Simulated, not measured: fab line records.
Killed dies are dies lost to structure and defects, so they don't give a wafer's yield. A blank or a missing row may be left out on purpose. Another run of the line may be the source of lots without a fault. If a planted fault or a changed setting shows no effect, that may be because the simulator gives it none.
Lot-split experiment	flow n5Finfet	7 lots, 21 wafers read, on a route of 1938 steps

== THE SPLIT ITSELF ==
At N5_BEOL_M3_HM_DEP_02 (deposits TiN, target thk 20 nm), the setting targetThkA was moved away from the recipe's 200 angstrom on 8 of the 21 wafers read, by -10.6% to +4.2%. The other wafers ran this setting at the recipe's value.

== FROM THE SPLIT TO THE READING: what the file shows between them, 6 steps ==
- N5_BEOL_M3_COAT_73: time 60 s, resist thk 5 nm (also split here: tempC)
- N5_BEOL_M3_COAT_05: resist thk 30 nm
- N5_BEOL_M3_EBR_07
- N5_BEOL_M3_STRIP_75: strips in N2/H2
- N5_BEOL_M3_STRIP_66: strips in CF4
- N5_BEOL_M3_HM_OPEN_17: chemistry Cl2/BCl3, target TiN, target depth 20 nm, overetch 6 nm

== THE READING ==
TiN_of_BEOL_M3_HM_DEP_02.thkNm (the simulator's own value, which no gauge read), in nm, at N5_BEOL_M3_TRENCH_ETCH_37 (etches SiOC in C4F6/O2, target depth 55.555 nm, time 29.2 s). There is no usual value for it anywhere in the file. The 13 wafers here that ran the recipe average 17.5 nm, standard deviation 0.15 nm.

wafer	tool, chamber at the split	targetThkA as run, angstrom	against the recipe	TiN_of_BEOL_M3_HM_DEP_02.thkNm, nm	against lot-mates on the recipe
L077.1	pvdSputter-03, -	200	recipe	17.6	-
L077.2	pvdSputter-03, -	178.8	-10.6%	15.4	-2.2
L077.6	pvdSputter-03, -	178.8	-10.6%	15.6	-2.0
L076.1	pvdSputter-03, -	185.4	-7.3%	15.8	-1.6
L076.3	pvdSputter-03, -	185.4	-7.3%	16	-1.4
L076.5	pvdSputter-03, -	200	recipe	17.4	-
L079.4	pvdSputter-02, -	200	recipe	17.4	-
L079.5	pvdSputter-02, -	208.4	+4.2%	18.4	+1.0
L079.6	pvdSputter-02, -	208.4	+4.2%	18.4	+1.0
L082.2	pvdSputter-01, -	200	recipe	17.6	-
L082.3	pvdSputter-01, -	200	recipe	17.6	-
L082.5	pvdSputter-01, -	200	recipe	17.6	-
L081.1	pvdSputter-03, -	200	recipe	17.2	-
L081.5	pvdSputter-03, -	200	recipe	17.4	-
L081.6	pvdSputter-03, -	200	recipe	17.4	-
L087.1	pvdSputter-02, -	200	recipe	17.6	-
L087.2	pvdSputter-02, -	200	recipe	17.6	-
L087.4	pvdSputter-02, -	200	recipe	17.6	-
L086.1	pvdSputter-01, -	180.8	-9.6%	16	-1.8
L086.2	pvdSputter-01, -	200	recipe	17.8	-
L086.4	pvdSputter-01, -	180.8	-9.6%	15.8	-2.0

THE FIT
A straight line over all 21 wafers: TiN_of_BEOL_M3_HM_DEP_02.thkNm changes by +0.191 nm for each +1% of targetThkA; r = +0.98; the points scatter about the line by 0.17 nm.
The same after taking each lot's own level away (the mean of its wafers on the recipe; 21 wafers): +0.204 nm for each +1%; r = +1.00; scatter 0.083 nm.
On that fit, the largest move of targetThkA shifts the reading by 2.2 nm.
The lots' own levels span 17.33 to 17.80 nm, that is 3.2 times the standard deviation above.
Consequently the slope shifts little with the lot-to-lot level, the two slopes agreeing.
Check: with one of the wafers moved furthest among these (-10.6%) left out of the fit, the line predicts -2.12 nm for it against its lot-mates. It came out at -2.2 nm against them.

== OTHER SPLITS APPLIED TO THESE WAFERS ==
Before the reading, these wafers also passed through other splits. Each is held against what the fit with the lots' levels taken away leaves over:
other split on the same wafers	wafers away from the commonest value	r with TiN_of_BEOL_M3_HM_DEP_02.thkNm (lot level and that fit taken away)
N5_BEOL_M2_PECVD_72 tempC	6	-0.38
N5_BEOL_M3_COAT_73 tempC	7	+0.08

== THE WHOLE CHAIN: every reading that the file lists as answering this split, in the file's order ==
step	what it does	reading	change (the file's fit)	r (the file's)
N5_BEOL_M3_HM_DEP_02	deposits TiN, target thk 20 nm	TiN_of_BEOL_M3_HM_DEP_02.thkNm (the simulator's own value, which no gauge read)	+0.186 nm for each +1% of the setting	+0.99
N5_BEOL_M3_HM_OPEN_17	chemistry Cl2/BCl3, target TiN, target depth 20 nm, overetch 6 nm	etch.depthNm (the simulator's own value, which no gauge read)	+0.191 nm for each +1% of the setting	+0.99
N5_BEOL_M3_TRENCH_ETCH_37	etches SiOC in C4F6/O2, target depth 55.555 nm, time 29.2 s	TiN_of_BEOL_M3_HM_DEP_02.thkNm (the simulator's own value, which no gauge read)	+0.202 nm for each +1% of the setting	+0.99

== FILE'S OWN FIT ==
TiN_of_BEOL_M3_HM_DEP_02.thkNm changes by +0.202 nm for each +1% of targetThkA, r = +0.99.
